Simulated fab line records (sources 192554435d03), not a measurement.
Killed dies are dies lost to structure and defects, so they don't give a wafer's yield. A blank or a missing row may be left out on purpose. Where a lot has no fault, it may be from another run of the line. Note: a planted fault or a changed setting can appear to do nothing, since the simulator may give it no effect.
The tool behind it: which one?	flow n5Finfet	69 wafers from 23 lots sampled at 2 of the route's 1938 steps

## WHAT EACH GAUGE READ, for each wafer
N5_BEOL_M1_CD_MEAS_35: target cd 18 nm, target cd y 21 nm.
lot	measured	on	cdNm (nm)
L074	day 6 07:15	cdSem-03	17.4 18.1 17.7
L075	day 6 17:49	cdSem-03	18.0 17.8 18.1
L076	day 6 21:21	cdSem-03	18.1 18.0 17.9
L077	day 7 03:10	cdSem-02	18.3 18.5 18.1
L078	day 7 05:47	cdSem-03	17.8 18.1 18.3
L079	day 7 14:37	cdSem-03	18.1 17.3 17.4
L080	day 7 14:43	cdSem-01	18.1 17.6 18.3
L081	day 8 10:38	cdSem-03	17.7 18.2 17.8
L082	day 8 10:44	cdSem-02	17.9 18.1 18.3
L083	day 8 22:33	cdSem-03	17.7 18.3 18.2
L085	day 8 22:49	cdSem-02	18.2 18.0 18.2
L084	day 8 23:01	cdSem-01	17.9 18.6 17.6
L087	day 9 18:40	cdSem-03	18.2 17.5 18.4
L088	day 9 15:52	cdSem-01	17.3 18.0 17.8
L089	day 9 23:14	cdSem-03	17.9 18.1 17.6
L090	day 10 12:24	cdSem-01	17.6 18.0 18.0
L091	day 10 17:42	cdSem-02	17.4 17.8 17.4
L092	day 10 22:22	cdSem-03	18.9 18.4 18.5
L093	day 11 01:20	cdSem-02	17.9 17.6 17.5
L094	day 11 12:07	cdSem-01	17.9 18.3 17.9
L095	day 11 21:34	cdSem-03	17.6 17.7 17.6
L096	day 12 04:04	cdSem-01	17.8 18.1 17.6
L097	day 12 04:09	cdSem-03	17.8 18.2 18.5

## TOOL THAT RAN EACH LOT (tool first, then ch and the chambers of the sampled wafers, then the start)
lot	N5_BEOL_M1_ETCH_69
L074	rieDiel-03 ch 0,2,3, day 6 05:27
L075	rieDiel-02 ch 0,1,3, day 6 15:01
L076	rieDiel-03 ch 0,2,3, day 6 18:10
L077	rieDiel-02 ch 0,1, day 6 23:36
L078	rieDiel-03 ch 0,1,3, day 7 03:14
L079	rieDiel-04 ch 1,2,3, day 7 13:19
L080	rieDiel-03 ch 0,3, day 7 13:29
L081	rieDiel-02 ch 0,2,3, day 7 22:01
L082	rieDiel-03 ch 0,1,2, day 8 00:47
L083	rieDiel-04 ch 0,3, day 8 18:23
L085	rieDiel-02 ch 2,3, day 8 18:26
L084	rieDiel-04 ch 0,2,3, day 8 20:23
L087	rieDiel-02 ch 0,2, day 9 08:41
L088	rieDiel-04 ch 2,3, day 9 14:09
L089	rieDiel-04 ch 1,2,3, day 9 20:23
L090	rieDiel-02 ch 0,3, day 10 03:43
L091	rieDiel-03 ch 0,1,2, day 10 08:44
L092	rieDiel-02 ch 0,1,2, day 10 14:05
L093	rieDiel-03 ch 1,2,3, day 10 19:16
L094	rieDiel-02 ch 0,3, day 11 08:13
L095	rieDiel-02 ch 2,3, day 11 12:52
L096	rieDiel-04 ch 0,3, day 11 16:37
L097	rieDiel-03 ch 0,3, day 12 02:09
- N5_BEOL_M1_ETCH_69: etches SiARC in CF4, target depth 15.6 nm, time 26 s.

## WHAT THE TOOLS THEMSELVES READ (means of the sampled wafers that have a number; where no wafer has one, the mark that the record gives instead)
N5_BEOL_M1_ETCH_69.
lot	tool	drypumpMotorCurrentA (A)	etchRfOnTimeS (s)	oesProductAu (a.u.)	rfFwdPowerW (W)	rfVppV (V)	showerheadPlenumPTorr (Torr)	throttleValvePct (%)
L074	rieDiel-03	5.8	26.3	0.67	532.7	183.6	2.12	15.54
L075	rieDiel-02	5.7	25.8	0.61	534.0	183.7	2.11	15.79
L076	rieDiel-03	5.8	26.3	0.67	532.5	183.8	2.12	15.54
L077	rieDiel-02	5.9	26.3	0.57	531.5	184.2	2.16	15.70
L078	rieDiel-03	5.7	26.2	0.67	532.5	184.4	2.15	15.46
L079	rieDiel-04	5.8	26.5	0.64	531.7	185.1	2.20	15.65
L080	rieDiel-03	5.6	26.1	0.65	533.2	183.9	2.18	15.56
L081	rieDiel-02	5.5	26.0	0.62	532.9	183.8	2.13	15.86
L082	rieDiel-03	5.9	25.9	0.68	533.1	183.0	2.10	15.49
L083	rieDiel-04	6.0	26.7	0.68	531.7	183.8	2.19	15.68
L085	rieDiel-02	5.2	25.2	0.65	533.9	182.9	2.08	15.95
L084	rieDiel-04	5.9	26.3	0.65	532.8	183.8	2.15	15.69
L087	rieDiel-02	5.8	26.1	0.77	529.3	185.0	2.17	15.44
L088	rieDiel-04	6.1	26.2	0.69	530.9	185.6	2.23	15.62
L089	rieDiel-04	5.8	26.6	0.63	532.0	184.0	2.20	15.68
L090	rieDiel-02	5.4	26.0	0.74	533.5	183.8	2.13	15.52
L091	rieDiel-03	5.9	26.2	0.67	532.4	184.1	2.09	15.52
L092	rieDiel-02	5.9	25.9	0.76	532.5	184.1	2.14	15.46
L093	rieDiel-03	5.7	26.2	0.63	533.0	184.1	2.13	15.64
L094	rieDiel-02	5.4	26.0	0.73	532.6	182.9	2.13	15.53
L095	rieDiel-02	5.5	25.6	0.63	533.6	183.7	2.11	15.94
L096	rieDiel-04	5.8	26.8	0.62	532.8	183.6	2.10	15.79
L097	rieDiel-03	5.6	26.3	0.63	534.0	183.9	2.17	15.61

## THE ANSWER, worked out from the rows above alone
Rule: what is usual is taken from the lots themselves. Put in order of their means at a reading, lots are off if they are a third of the lots or fewer, leave a main group of 4 or more, and stand apart from it by a gap of 3 or more times the standard deviation of the main group's means; of several such gaps the widest counts. A main group is skipped when, at the precision printed for the reading in the tables above, its means are all equal. A lot without any number at a reading at which 4 lots or more have one is off too. Where the step has rows for the other lots, those lots are counted as sound. The gauges are gone through in route order, then the tools' own readings, and for those a lot's mean is taken as printed above. At the first step where some lot is off, the reading lying furthest off is the one used; lots without a number count as furthest.
No lot is off at any reading shown: from this, nothing can be told.

## WHAT THE SIMULATOR HAD PUT IN
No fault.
